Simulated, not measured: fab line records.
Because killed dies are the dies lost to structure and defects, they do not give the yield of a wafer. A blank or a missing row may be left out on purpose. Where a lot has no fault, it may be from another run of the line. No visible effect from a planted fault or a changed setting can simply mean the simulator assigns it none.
fab line records	flow nand_harc
record lots=6	wafers=18	last_day=23
route steps=1159 shown P_M0@280 P_M1@285 END@1159
lots with no fault: from the same line, run without faults
start_h: the number of hours between the record's first day and the start of the first shown wafer of the lot	wait_h: hours from the lot's prior step to this one	" unchanged from the row above	L1.1+2: several wafers, shown together as one row	- either no value or no given start	* or withheld: withheld	< > ~ a bound
route shown NAME@n: NAME is a module with steps in the file, n the number in the route of the first one	usual: average and standard deviation across the fault-free wafers	same: alike in all rows	chamber/n: place in a boat	sites: readings site by site	_std_site: standard deviation of those values	_edge_site: inner sites' mean taken away from outer sites' mean	radius_mm: for every site, how far away it sits from the centre of the wafer	mask NAME#n: copy n	behind: the most recent tool/chamber to have shaped the wafer	hold: why the lot was held/for how many hours/how that ended	device: names the non-switching transistor (n, p or np)	end of line: the tests these same wafers got at the end of their route	for a step that has no rows: nothing shown but its recipe	killed: at the first sort, the dies lost to defects and structure; wafer yield is something else	map: the dies of a wafer, with x for killed, . for not killed, _ for no die there
set.NAME: the setting that was run; set.NAME@STEP: the one run at that earlier step	model.NAME: the simulator's own value behind a step, which no gauge read
lots at selected steps of the route; one table per step, one row per wafer
services: a tool's chamber out of use, with start hour (start_h, from the record's first day; less than 0 if before it), hours out, and reason
## steps
# step NHARC_P_M0_SRD_25
# step NHARC_P_M0_INSPECT_27
# usual raw_defect_count=276/110
lot.wafer	tool	chamber	start_h	wait_h	raw_defect_count
L203.1	defect_inspect-02	-	162.67	0.0	372
L203.2	"	-	"	"	281
L203.5	"	-	"	"	248
L205.2	defect_inspect-02	-	177.17	0.0	227
L205.3	"	-	"	"	312
L205.6	"	-	"	"	123
L210.1	defect_inspect-02	-	215.77	0.0	225
L210.4	"	-	"	"	197
L210.5	"	-	"	"	232
L211.2	defect_inspect-01	-	220.62	0.0	496
L211.4	"	-	"	"	354
L211.6	"	-	"	"	509
L213.3	defect_inspect-02	-	229.15	0.0	221
L213.5	"	-	"	"	177
L213.6	"	-	"	"	163
L215.2	defect_inspect-02	-	229.79	0.0	543
L215.3	"	-	"	"	352
L215.5	"	-	"	"	191
# step NHARC_P_M0_PRE_CLEAN_31
# recipe time_s=12	temp_c=370	rf_power_w=300	gas=NH3
# usual heater_power_w=647/70
lot.wafer	tool	chamber	start_h	wait_h	heater_power_w
L203.2	pecvd-04	2	162.74	0.1	724
L203.1	"	0	"	"	608
L203.5	"	1	"	"	772
L205.3	pecvd-01	2	177.23	0.1	660
L205.2	"	1	"	"	631
L205.6	"	2	"	"	668
L210.1	pecvd-01	1	215.84	0.1	719
L210.5	"	1	"	"	715
L210.4	"	0	"	"	521
L211.2	pecvd-03	2	220.70	0.1	566
L211.4	"	1	"	"	593
L211.6	"	0	"	"	603
L213.3	pecvd-04	1	229.24	0.1	712
L213.6	"	2	"	"	724
L213.5	"	0	"	"	563
L215.2	pecvd-03	2	230.29	0.5	648
L215.3	"	0	"	"	614
L215.5	"	1	"	"	549
# step NHARC_P_M0_DEP_32
# recipe target_thk_a=300	temp_c=370	target_thk_nm=30	pressure_torr=3	flow_sccm=200	rf_w=450	material=SiCN
# usual heater_power_w=578/57
lot.wafer	tool	chamber	start_h	wait_h	heater_power_w
L203.2	pecvd-04	2	162.82	0.1	683
L203.1	"	0	"	"	582
L203.5	"	1	"	"	694
L205.3	pecvd-01	2	177.31	0.1	598
L205.2	"	1	"	"	649
L205.6	"	2	"	"	592
L210.1	pecvd-01	1	215.92	0.1	580
L210.5	"	1	"	"	586
L210.4	"	0	"	"	599
L211.2	pecvd-03	2	220.81	0.1	563
L211.4	"	1	"	"	522
L211.6	"	0	"	"	603
L213.3	pecvd-04	1	229.32	0.1	668
L213.6	"	2	"	"	608
L213.5	"	0	"	"	567
L215.2	pecvd-03	2	230.40	0.1	492
L215.3	"	0	"	"	583
L215.5	"	1	"	"	560
# step NHARC_P_M1_DEP_00
# recipe target_thk_a=1825	target_thk_nm=182.5	temp_c=withheld	pressure_torr=5	flow_sccm=200	rf_w=600	material=SiOC
# step NHARC_P_M1_DEHYDRATE_01
# recipe temp_c=150	time_s=120
# step NHARC_P_M1_HMDS_02
# recipe time_s=30
# step NHARC_P_M1_COAT_34
# recipe temp_c=200	time_s=65
# step NHARC_P_M1_COAT_03
# recipe spin_rpm=1500	resist_thk_nm=90
# step NHARC_P_M1_SOFTBAKE_04
# recipe temp_c=105	time_s=55
# step NHARC_P_M1_EBR_05
# step NHARC_P_M1_EXPOSE_06
# recipe na=1.35	target_cd_nm=130	dose_mj=81.88	mask_id=P_M1
# usual exposure_dose_mJ_cm2=81.85/0.08
lot.wafer	tool	chamber	start_h	wait_h	mask	exposure_dose_mJ_cm2
L203.1	arfi_scanner-03	0	163.78	-	P_M1#0	81.89
L203.2	"	0	"	"	P_M1#0	81.87
L203.5	"	0	"	"	P_M1#0	81.84
L205.2	arfi_scanner-01	0	178.30	-	P_M1#0	81.75
L205.3	"	0	"	"	P_M1#0	81.81
L205.6	"	0	"	"	P_M1#0	81.89
L210.1	arfi_scanner-03	0	216.90	-	P_M1#0	119.07
L210.4	"	0	"	"	P_M1#0	119.01
L210.5	"	0	"	"	P_M1#0	118.96
L211.2	arfi_scanner-03	0	221.75	-	P_M1#0	111.63
L211.4	"	0	"	"	P_M1#0	111.74
L211.6	"	0	"	"	P_M1#0	111.63
L213.3	arfi_scanner-02	0	230.58	-	P_M1#0	81.75
L213.5	"	0	"	"	P_M1#0	81.87
L213.6	"	0	"	"	P_M1#0	81.91
L215.2	arfi_scanner-02	0	231.47	-	P_M1#0	81.82
L215.3	"	0	"	"	P_M1#0	81.80
L215.5	"	0	"	"	P_M1#0	81.71
# step NHARC_P_M1_PEB_07
# recipe peb_temp_c=100	peb_time_s=65
# step NHARC_P_M1_DEVELOP_08
# recipe develop_time_s=35	dev_temp_c=23
# step NHARC_P_M1_CD_MEAS_09
# recipe target_cd_nm=130	landing_energy_ev=500
# usual cd_nm=129.9/0.72
lot.wafer	tool	chamber	start_h	wait_h	cd_nm
L203.1	cd_sem-03	0	163.92	-	129.8
L203.2	"	0	"	"	131.0
L203.5	"	0	"	"	129.8
L205.2	cd_sem-01	0	178.44	-	129.9
L205.3	"	0	"	"	129.2
L205.6	"	0	"	"	130.4
L210.1	cd_sem-02	0	217.04	-	151.5
L210.4	"	0	"	"	152.9
L210.5	"	0	"	"	152.7
L211.2	cd_sem-01	0	221.89	-	147.1
L211.4	"	0	"	"	149.0
L211.6	"	0	"	"	148.3
L213.3	cd_sem-01	0	230.72	-	129.6
L213.5	"	0	"	"	129.6
L213.6	"	0	"	"	128.9
L215.2	cd_sem-03	0	231.61	-	130.1
L215.3	"	0	"	"	130.8
L215.5	"	0	"	"	129.5
# step NHARC_P_M1_OVL_MEAS_10
# recipe pitch_nm=260
# usual overlay_x_nm=0.1/0.91	overlay_y_nm=0.0/0.92
lot.wafer	tool	chamber	start_h	wait_h	overlay_x_nm	overlay_y_nm
L203.1	overlay-02	-	164.01	-	0.3	-0.1
L203.2	"	-	"	"	0.0	-0.6
L203.5	"	-	"	"	-0.2	-0.1
L205.2	overlay-02	-	178.52	-	0.8	1.1
L205.3	"	-	"	"	0.3	1.0
L205.6	"	-	"	"	0.2	1.1
L210.1	overlay-01	-	217.13	-	-0.1	-0.8
L210.4	"	-	"	"	-0.3	-0.5
L210.5	"	-	"	"	0.2	-0.5
L211.2	overlay-02	-	221.98	-	0.0	1.4
L211.4	"	-	"	"	0.1	1.6
L211.6	"	-	"	"	0.4	1.6
L213.3	overlay-02	-	230.80	-	0.4	0.6
L213.5	"	-	"	"	0.8	0.4
L213.6	"	-	"	"	1.3	0.0
L215.2	overlay-01	-	231.69	-	-1.7	-0.1
L215.3	"	-	"	"	-1.5	-0.3
L215.5	"	-	"	"	-1.9	0.0
# step NHARC_P_M1_INSPECT_11
# usual raw_defect_count=3.7/2.4
lot.wafer	tool	chamber	start_h	wait_h	raw_defect_count
L203.1	defect_inspect-01	-	164.05	0.0	3
L203.2	"	-	"	"	0
L203.5	"	-	"	"	2
L205.2	defect_inspect-01	-	178.56	0.0	5
L205.3	"	-	"	"	3
L205.6	"	-	"	"	2
L210.1	defect_inspect-01	-	217.17	0.0	4
L210.4	"	-	"	"	2
L210.5	"	-	"	"	7
L211.2	defect_inspect-02	-	222.01	0.0	7
L211.4	"	-	"	"	5
L211.6	"	-	"	"	7
L213.3	defect_inspect-02	-	230.84	0.0	6
L213.5	"	-	"	"	2
L213.6	"	-	"	"	4
L215.2	defect_inspect-02	-	231.73	0.0	8
L215.3	"	-	"	"	4
L215.5	"	-	"	"	1
# step NHARC_P_M1_DESCUM_14
# recipe time_s=3	o2_flow_sccm=200	ar_flow_sccm=0	bias_power_w=0	chemistry=O2
# usual chamber_pressure_mTorr=60.00/0.051	drypump_motor_current_A=5.5/0.53	oes_product_au=1.000/0.012	rf_vpp_V=57.8/0.89	showerhead_plenum_p_Torr=1.92/0.069	throttle_valve_pct=11.311/0.0097
lot.wafer	tool	chamber	start_h	wait_h	chamber_pressure_mTorr	drypump_motor_current_A	oes_product_au	rf_hours_counter_h	rf_vpp_V	showerhead_plenum_p_Torr	throttle_valve_pct	model.P_M1.cd_nm
L203.1	rie_diel-12	1	164.12	0.1	60.03	5.5	1.002	10	57.8	1.92	11.302	128.7
L203.2	"	2	"	"	59.98	4.9	1.008	9	58.3	2.05	11.301	129.8
L203.5	"	1	"	"	59.97	5.5	0.987	-	57.0	1.92	11.310	129.2
L205.3	rie_diel-02	3	178.62	0.1	60.01	4.8	0.993	1	59.5	1.89	11.317	130
L205.2	"	0	"	"	60.06	5.7	0.994	1	57.5	2.01	11.321	129.7
L205.6	"	3	"	"	59.99	4.8	0.992	-	58.7	1.89	11.306	130.9
L210.4	rie_diel-10	1	217.24	0.1	60.02	5.3	1.012	1	59.1	1.91	11.324	153.3
L210.1	"	3	"	"	60.10	5.2	0.995	1	57.6	2.01	11.325	151.8
L210.5	"	1	"	"	59.98	5.3	1.003	-	57.7	1.91	11.315	152.9
L211.4	rie_diel-10	3	222.07	0.1	59.96	5.1	0.988	1	58.0	2.01	11.300	148.9
L211.2	"	2	"	"	59.96	4.8	0.973	1	59.8	1.96	11.301	146.4
L211.6	"	0	"	"	60.09	6.6	1.006	-	58.4	1.83	11.316	148.5
L213.3	rie_diel-10	0	230.92	0.1	60.00	6.5	1.002	1	56.6	1.83	11.320	130.2
L213.6	"	2	"	"	59.98	4.8	0.978	-	58.4	1.96	11.316	128.5
L213.5	"	3	"	"	59.95	5.1	0.995	-	57.1	2.01	11.309	129.5
L215.3	rie_diel-02	1	231.80	0.1	60.05	6.1	0.989	6	57.3	1.88	11.319	130.4
L215.2	"	3	"	"	59.94	4.8	1.002	5	58.8	1.89	11.322	130.9
L215.5	"	0	"	"	60.12	5.7	0.995	-	59.9	2.01	11.287	129.5
# step NHARC_P_M1_ETCH_35
# recipe target_depth_a=400	overetch_a=120	time_s=43.94	ion_energy_ev=200	n2_flow_sccm=150	h2_flow_sccm=150	ar_flow_sccm=0	rf_w=400	bias_w=150	chemistry=N2/H2
# usual chamber_pressure_mTorr=30.002/0.024	drypump_motor_current_A=5.5/0.52	oes_product_au=1.000/0.012	rf_vpp_V=430.8/2.3	showerhead_plenum_p_Torr=2.05/0.074	throttle_valve_pct=14.171/0.0087
lot.wafer	tool	chamber	start_h	wait_h	chamber_pressure_mTorr	drypump_motor_current_A	oes_product_au	rf_hours_counter_h	rf_vpp_V	showerhead_plenum_p_Torr	throttle_valve_pct
L203.1	rie_diel-12	0	164.21	0.1	29.996	5.9	1.001	8	429.0	2.00	14.166
L203.2	"	2	"	"	29.987	5.0	1.015	9	435.4	2.19	14.167
L203.5	"	0	"	"	30.062	5.9	0.994	-	428.7	2.00	14.171
L205.2	rie_diel-02	2	178.70	0.1	30.010	5.7	1.012	1	429.1	1.96	14.194
L205.3	"	3	"	"	29.983	4.8	0.990	1	429.8	2.01	14.171
L205.6	"	3	"	"	30.023	4.8	0.991	-	431.0	2.01	14.160
L210.1	rie_diel-10	1	217.33	0.1	30.031	5.3	1.006	1	430.6	2.03	14.178
L210.4	"	2	"	"	29.987	4.8	0.975	1	432.8	2.09	14.192
L210.5	"	0	"	"	29.979	6.5	1.001	-	427.6	1.95	14.169
L211.2	rie_diel-10	0	222.16	0.1	30.003	6.5	1.002	1	429.2	1.95	14.186
L211.4	"	1	"	"	29.997	5.3	1.011	1	428.8	2.03	14.166
L211.6	"	0	"	"	29.979	6.6	0.998	-	427.9	1.95	14.162
L213.3	rie_diel-10	3	231.00	0.1	30.000	5.2	0.990	1	433.3	2.14	14.166
L213.5	"	1	"	"	30.030	5.3	1.012	-	430.1	2.03	14.176
L213.6	"	2	"	"	30.010	4.8	0.979	-	433.0	2.09	14.163
L215.2	rie_diel-02	1	231.89	0.1	29.965	6.1	1.006	6	429.6	2.00	14.173
L215.3	"	2	"	"	30.008	5.6	1.014	6	427.8	1.96	14.189
L215.5	"	3	"	"	30.001	4.8	1.005	-	430.2	2.01	14.185
# step NHARC_P_M1_ETCH_15
# recipe target_depth_a=1825	time_s=91.2	c4f8_flow_sccm=withheld	ar_flow_sccm=400	rf_w=600	bias_w=300	chemistry=C4F8/Ar
# usual chamber_pressure_mTorr=24.999/0.025	oes_product_au=0.955/0.026	rf_vpp_V=441.0/2.3
lot.wafer	tool	chamber	start_h	wait_h	chamber_pressure_mTorr	oes_product_au	rf_hours_counter_h	rf_vpp_V
L203.2	rie_diel-12	3	-	-	25.016	1.018	10	439.5
L203.1	"	1	"	"	25.040	0.961	10	441.4
L203.5	"	0	"	"	24.978	0.935	-	438.9
L205.3	rie_diel-02	1	-	-	24.985	0.983	1	438.9
L205.2	"	0	"	"	25.020	0.966	1	443.6
L205.6	"	2	"	"	24.969	0.988	-	439.2
L210.4	rie_diel-10	3	-	-	24.991	0.956	1	443.0
L210.1	"	1	"	"	25.023	0.966	1	440.6
L210.5	"	0	"	"	25.015	0.954	-	438.8
L211.2	rie_diel-10	0	-	-	24.985	0.952	1	438.0
L211.4	"	1	"	"	24.991	0.979	1	441.3
L211.6	"	0	"	"	24.970	0.958	-	437.4
L213.3	rie_diel-10	2	-	-	25.001	0.957	1	441.5
L213.6	"	0	"	"	25.011	0.984	-	438.5
L213.5	"	1	"	"	25.013	0.980	-	442.1
L215.2	rie_diel-02	1	-	-	25.051	0.953	6	441.1
L215.3	"	3	"	"	25.012	0.980	5	439.3
L215.5	"	2	"	"	24.951	0.976	-	438.6
# step NHARC_P_M1_CD_MEAS_16
# usual cd_nm=129.7/1
lot.wafer	tool	chamber	start_h	wait_h	cd_nm
L203.1	cd_sem-03	-	164.42	-	128.9
L203.2	"	-	"	"	129.8
L203.5	"	-	"	"	129.3
L205.2	cd_sem-03	-	178.93	-	129.1
L205.3	"	-	"	"	130.6
L205.6	"	-	"	"	131.3
L210.1	cd_sem-01	-	217.53	-	151.7
L210.4	"	-	"	"	152.3
L210.5	"	-	"	"	153.1
L211.2	cd_sem-03	-	222.39	-	146.4
L211.4	"	-	"	"	149.2
L211.6	"	-	"	"	148.6
L213.3	cd_sem-03	-	231.22	-	129.9
L213.5	"	-	"	"	128.7
L213.6	"	-	"	"	127.4
L215.2	cd_sem-01	-	232.11	-	130.8
L215.3	"	-	"	"	130.4
L215.5	"	-	"	"	130.2
# step NHARC_P_M1_STRIP_18
# recipe power_w=1000	n2_flow_sccm=150	h2_flow_sccm=150	ar_flow_sccm=0	bias_w=0	chemistry=N2/H2
# usual chamber_pressure_mTorr=30.006/0.028	drypump_motor_current_A=5.5/0.51	oes_product_au=1.002/0.014	rf_vpp_V=90.8/0.94	showerhead_plenum_p_Torr=2.05/0.075	throttle_valve_pct=14.172/0.0097
lot.wafer	tool	chamber	start_h	wait_h	chamber_pressure_mTorr	drypump_motor_current_A	oes_product_au	rf_hours_counter_h	rf_vpp_V	showerhead_plenum_p_Torr	throttle_valve_pct
L203.1	rie_diel-10	1	164.49	0.1	30.000	5.3	0.978	4	90.2	2.03	14.177
L203.2	"	0	"	"	29.983	6.5	0.999	4	91.7	1.95	14.175
L203.5	"	2	"	"	30.039	4.8	0.984	-	90.6	2.09	14.158
L205.2	rie_diel-12	0	179.00	0.1	30.018	5.9	1.005	9	89.2	2.00	14.183
L205.3	"	1	"	"	30.048	5.5	0.991	10	91.4	2.05	14.157
L205.6	"	1	"	"	29.979	5.5	1.007	-	90.9	2.05	14.172
L210.1	rie_diel-10	2	217.66	0.1	30.048	4.8	0.983	1	91.0	2.09	14.165
L210.4	"	3	"	"	30.004	5.2	0.991	1	90.8	2.14	14.179
L210.5	"	0	"	"	30.113	6.5	1.010	-	89.8	1.95	14.162
L211.2	rie_diel-10	0	222.51	0.1	30.009	6.6	0.998	1	90.3	1.95	14.175
L211.4	"	1	"	"	30.003	5.3	1.009	1	92.1	2.03	14.171
L211.6	"	2	"	"	30.027	4.8	0.993	-	90.0	2.09	14.187
L213.3	rie_diel-12	2	231.29	0.1	29.992	4.9	1.000	1	91.7	2.19	14.170
L213.5	"	2	"	"	30.008	4.9	1.003	-	91.6	2.19	14.167
L213.6	"	3	"	"	30.016	5.4	1.012	-	89.6	1.99	14.177
L215.3	rie_diel-10	0	232.21	0.1	30.012	6.5	1.002	1	90.9	1.95	14.175
L215.2	"	1	"	"	30.058	5.3	1.002	1	90.9	2.03	14.174
L215.5	"	0	"	"	30.009	6.5	1.014	-	89.9	1.95	14.174
# step NHARC_P_M1_ETCH_28
# recipe target_depth_a=300	over_etch_frac=0.3	time_s=72.99	ion_energy_ev=150	cf4_flow_sccm=50	n2_flow_sccm=100	ar_flow_sccm=150	rf_w=300	bias_w=100	chemistry=CF4/N2
# usual chamber_pressure_mTorr=30.00/0.035	drypump_motor_current_A=5.5/0.52	oes_product_au=1.001/0.014	rf_vpp_V=314.2/1.7	showerhead_plenum_p_Torr=2.64/0.09	throttle_valve_pct=19.794/0.0089
# same over_etch_frac=0.3
lot.wafer	tool	chamber	start_h	wait_h	chamber_pressure_mTorr	drypump_motor_current_A	oes_product_au	rf_hours_counter_h	rf_vpp_V	showerhead_plenum_p_Torr	throttle_valve_pct	model.P_M1.cd_nm
L203.1	rie_diel-10	3	-	-	30.04	5.2	0.986	4	315.1	2.75	19.789	128.4
L203.2	"	0	"	"	30.00	6.6	1.003	4	312.5	2.52	19.782	130.3
L203.5	"	3	"	"	29.98	5.2	0.985	-	317.2	2.75	19.800	130
L205.3	rie_diel-12	3	-	-	30.01	5.4	1.031	10	312.8	2.57	19.789	131.1
L205.2	"	2	"	"	30.01	4.9	1.018	10	315.4	2.80	19.800	128.9
L205.6	"	3	"	"	30.00	5.4	1.028	-	313.3	2.57	19.780	131.2
L210.4	rie_diel-10	1	-	-	29.99	5.3	1.008	1	315.2	2.62	19.779	152.8
L210.1	"	2	"	"	29.94	4.8	0.984	1	317.2	2.69	19.797	150.9
L210.5	"	1	"	"	30.05	5.3	1.005	-	313.6	2.62	19.785	154.1
L211.4	rie_diel-10	2	-	-	30.03	4.8	0.989	1	314.8	2.69	19.791	148.7
L211.2	"	0	"	"	30.01	6.5	1.012	1	313.2	2.52	19.784	147.1
L211.6	"	2	"	"	29.99	4.7	0.980	-	315.6	2.69	19.807	148
L213.3	rie_diel-12	3	-	-	29.97	5.4	1.018	1	312.8	2.57	19.793	130.1
L213.6	"	2	"	"	30.03	4.9	1.013	-	316.2	2.80	19.799	127.9
L213.5	"	3	"	"	30.00	5.4	1.019	-	313.1	2.57	19.801	129.4
L215.3	rie_diel-10	0	-	-	30.02	6.6	1.006	1	313.7	2.52	19.797	130.7
L215.2	"	1	"	"	29.98	5.3	1.007	1	314.6	2.62	19.801	132
L215.5	"	1	"	"	30.00	5.3	1.008	-	313.1	2.62	19.813	131
# step NHARC_P_M1_STRIP_19
# recipe time_s=600	temp_c=30	chemistry=post_etch_residue_remover
# step NHARC_END_SORT_01
# recipe temp_c=25
# usual defect_limited_yield=96.0/1.3	killed_at_array=24/8.4	killed_at_other=0.7/1.1	killed_at_periphery=2.9/1.7	killed_dies=27/8.6	killed_open=3.3/1.8	killed_short=1.8/1.4	sort_bin_2_pct=1.3/0.56	sort_bin_3_pct=0.19/0.18	sort_bin_4_pct=2.6/0.84	sort_n_pass=650/8.6	sort_rim_yield_pct=96.1/2.3	sort_yield_pct=96.0/1.3
# same gross_dies=677	sort_bin_5_pct[%]=0	sort_bin_6_pct[%]=0	sort_bin_7_pct[%]=0	sort_bin_8_pct[%]=0	sort_rim_n_gross=106.00
lot.wafer	tool	chamber	start_h	wait_h	defect_limited_yield[%]	killed_at_array	killed_at_other	killed_at_periphery	killed_dies	killed_open	killed_short	sort_bin_2_pct[%]	sort_bin_3_pct[%]	sort_bin_4_pct[%]	sort_n_pass	sort_rim_yield_pct[%]	sort_yield_pct[%]
L203.1	prober-01	0	478.75	2.5	95.9	26	1	1	28	3	4	0.9	0.30	3.0	649	97.2	95.9
L203.2	prober-01	0	479.55	2.8	97.0	18	1	1	20	2	1	1.0	0	1.9	657	93.4	97.0
L203.5	prober-01	0	481.92	3.7	97.8	10	1	4	15	7	0	0.6	0	1.6	662	92.5	97.8
L205.2	prober-02	0	490.42	2.8	96.5	19	0	5	24	3	1	0.9	0.74	1.9	653	93.4	96.5
L205.3	prober-02	0	491.23	3.1	94.4	37	0	1	38	2	3	1.6	0.30	3.7	639	93.4	94.4
L205.6	prober-02	0	493.64	4.0	96.6	19	3	1	23	1	2	0.9	0.15	2.4	654	95.3	96.6
L210.1	prober-02	0	515.72	2.5	97.3	15	0	3	18	4	2	1.2	0	1.5	659	98.1	97.3
L210.4	prober-02	0	518.09	3.4	98.7	7	0	2	9	1	2	0.3	0	1.0	668	98.1	98.7
L210.5	prober-02	0	518.88	3.7	97.6	11	2	3	16	4	3	0.6	0	1.8	661	96.2	97.6
L211.2	prober-02	0	539.14	2.8	95.1	28	0	5	33	6	3	1.5	0.59	2.8	644	93.4	95.1
L211.4	prober-02	0	540.75	3.4	96.9	17	0	4	21	3	1	1.2	0.15	1.8	656	93.4	96.9
L211.6	prober-02	0	542.35	4.0	96.5	21	0	3	24	4	1	0.9	0.15	2.5	653	91.5	96.5
# killed by level:class
L203.1 A_SLIT:chamber_film_flake=13 A_STAIRCASE:chamber_film_flake=3 A_WL_FILL:geometric_particle:short=2 A_CHANNEL_HOLE_D1:chamber_film_flake=2 A_CONTACT:chamber_film_flake=2 P_M0:geometric_particle:open=1 A_SGD_CUT:geometric_particle:short=1 A_SGD_CUT:geometric_particle:open=1
L203.2 A_SLIT:chamber_film_flake=8 A_CHANNEL_HOLE_D1:chamber_film_flake=4 A_STAIRCASE:chamber_film_flake=3 P_GATE:geometric_particle:short=1 A_WL_FILL:geometric_particle:open=1 A_CONTACT:geometric_particle:open=1 A_CONTACT:chamber_film_flake=1 THIN_TSV:chamber_film_flake=1
L203.5 A_SLIT:chamber_film_flake=5 P_M0:geometric_particle:open=3 P_CONTACT:geometric_particle:open=1 A_CHANNEL_FILL_D1:geometric_particle:open=1 A_CONTACT:geometric_particle:open=1 A_M0:geometric_particle:open=1 A_STAIRCASE:chamber_film_flake=1 A_CONTACT:chamber_film_flake=1
L205.2 A_STAIRCASE:chamber_film_flake=8 A_CHANNEL_HOLE_D1:chamber_film_flake=4 A_SLIT:chamber_film_flake=4 P_ZERO_WELL:chamber_film_flake=3 P_CONTACT:geometric_particle:open=1 A_CONTACT:geometric_particle:open=1 A_CONTACT:geometric_particle:short=1 P_M2:chamber_film_flake=1
L205.3 A_SLIT:chamber_film_flake=14 A_STAIRCASE:chamber_film_flake=9 A_CHANNEL_HOLE_D1:chamber_film_flake=5 A_CHANNEL_FILL_D1:chamber_film_flake=2 A_CHANNEL_FILL_D1:geometric_particle:short=1 A_WL_FILL:geometric_particle:short=1 A_CONTACT:geometric_particle:open=1 A_M0:geometric_particle:open=1
L205.6 A_SLIT:chamber_film_flake=6 A_STAIRCASE:chamber_film_flake=5 A_CHANNEL_HOLE_D1:chamber_film_flake=4 HYBRID_BOND:chamber_film_flake=2 A_CHANNEL_FILL_D1:geometric_particle:short=1 A_CONTACT:geometric_particle:open=1 A_M0:geometric_particle:short=1 P_ZERO_WELL:chamber_film_flake=1
L210.1 A_CHANNEL_HOLE_D1:chamber_film_flake=6 P_GATE:chamber_film_flake=2 A_STAIRCASE:chamber_film_flake=2 P_M1:geometric_particle:open=1 A_ONON_D1:geometric_particle:open=1 A_CHANNEL_HOLE_D1:geometric_particle:short=1 A_CHANNEL_FILL_D1:geometric_particle:short=1 A_CONTACT:geometric_particle:open=1
L210.4 A_ZERO_WELL:chamber_film_flake=2 P_M0:geometric_particle:short=1 A_CHANNEL_FILL_D1:geometric_particle:open=1 A_WL_FILL:geometric_particle:short=1 P_GATE:chamber_film_flake=1 A_CHANNEL_HOLE_D1:chamber_film_flake=1 A_STAIRCASE:chamber_film_flake=1 A_CONTACT:chamber_film_flake=1
L210.5 P_GATE:chamber_film_flake=3 A_CONTACT:geometric_particle:open=2 A_CHANNEL_HOLE_D1:chamber_film_flake=2 THIN_TSV:chamber_film_flake=2 A_ONON_D1:geometric_particle:short=1 A_ONON_D1:geometric_particle:open=1 A_SGD_CUT:geometric_particle:open=1 A_WL_FILL:geometric_particle:short=1
L211.2 A_SLIT:chamber_film_flake=7 A_CHANNEL_HOLE_D1:chamber_film_flake=6 A_STAIRCASE:chamber_film_flake=4 P_ZERO_WELL:chamber_film_flake=3 A_ONON_D1:geometric_particle:open=2 A_WL_FILL:geometric_particle:short=2 A_CONTACT:geometric_particle:open=2 P_CONTACT:geometric_particle:open=1
L211.4 A_SLIT:chamber_film_flake=6 A_STAIRCASE:chamber_film_flake=5 A_CHANNEL_HOLE_D1:chamber_film_flake=3 P_ZERO_WELL:chamber_film_flake=2 P_CONTACT:geometric_particle:open=1 P_M0:geometric_particle:short=1 A_CHANNEL_FILL_D1:geometric_particle:open=1 A_WL_FILL:geometric_particle:open=1
L211.6 A_SLIT:chamber_film_flake=7 A_CHANNEL_HOLE_D1:chamber_film_flake=4 A_STAIRCASE:chamber_film_flake=4 A_CONTACT:chamber_film_flake=2 P_M0:geometric_particle:open=1 P_M1:geometric_particle:open=1 A_ONON_D1:geometric_particle:open=1 A_CHANNEL_FILL_D1:geometric_particle:open=1
## services
tool	chamber	start_h	hours	kind
arfi_scanner-03	-	140.00	4.0	pm
rie_diel-12	0	143.87	17.7	repair
rie_diel-02	-	150.80	9.0	pm
rie_diel-10	0	155.50	-	clean
rie_diel-10	1	155.50	-	clean
rie_diel-10	2	155.50	-	clean
rie_diel-10	3	155.50	-	clean
rie_diel-02	1	161.31	1.3	repair
rie_diel-10	0	172.52	5.4	repair
rie_diel-02	3	175.92	1.8	repair
rie_diel-10	-	176.50	9.0	pm
rie_diel-10	1	176.50	9.0	vent_cycle
rie_diel-10	2	176.50	9.0	vent_cycle
rie_diel-10	3	176.50	9.0	vent_cycle
rie_diel-10	0	185.50	-	clean
rie_diel-10	1	185.50	-	clean
rie_diel-10	2	185.50	-	clean
arfi_scanner-01	-	186.39	0.7	repair
pecvd-04	-	195.32	13.0	pm
arfi_scanner-01	-	196.00	4.0	pm
rie_diel-12	-	202.40	9.0	pm
pecvd-01	-	214.97	0.8	repair
rie_diel-02	3	217.44	7.6	repair
pecvd-04	-	229.70	0.8	repair
## key
first_sign step=NHARC_P_M1_EXPOSE_06	reading=exposure_dose_mJ_cm2	direction=up	sigmas=99+	usual=81.85	struck=115.34
effect step=NHARC_P_M1_CD_MEAS_09	reading=cd_nm	direction=up	sigmas=28	usual=129.9	struck=150.3	through=control_loop
effect step=NHARC_P_M1_CD_MEAS_16	reading=cd_nm	direction=up	sigmas=20	usual=129.7	struck=150.2	through=control_loop
model_effect step=NHARC_P_M1_DESCUM_14	value=P_M1.cd_nm	without=129.8	struck=150.3
model_effect step=NHARC_P_M1_ETCH_28	value=P_M1.cd_nm	without=129.7	struck=150.3
met_at NHARC_P_M1_EXPOSE_06
struck_wafers L210.1,L210.4,L210.5,L211.2,L211.4,L211.6
loop_trim step=NHARC_P_M1_EXPOSE_06	setting=dose	lots=L211
onset_between 163.78 216.90
fault kind=process_parameter_drift	tool=arfi_scanner-03	chamber=-	onset_h=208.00	steps=NHARC_P_M1_EXPOSE_06	channel=dose_mj	offset=37.187	shape=step	acts_in=these_recipes_only	stated=81.88
# loop_trim: a control loop set the setting to another value than it would have without faults
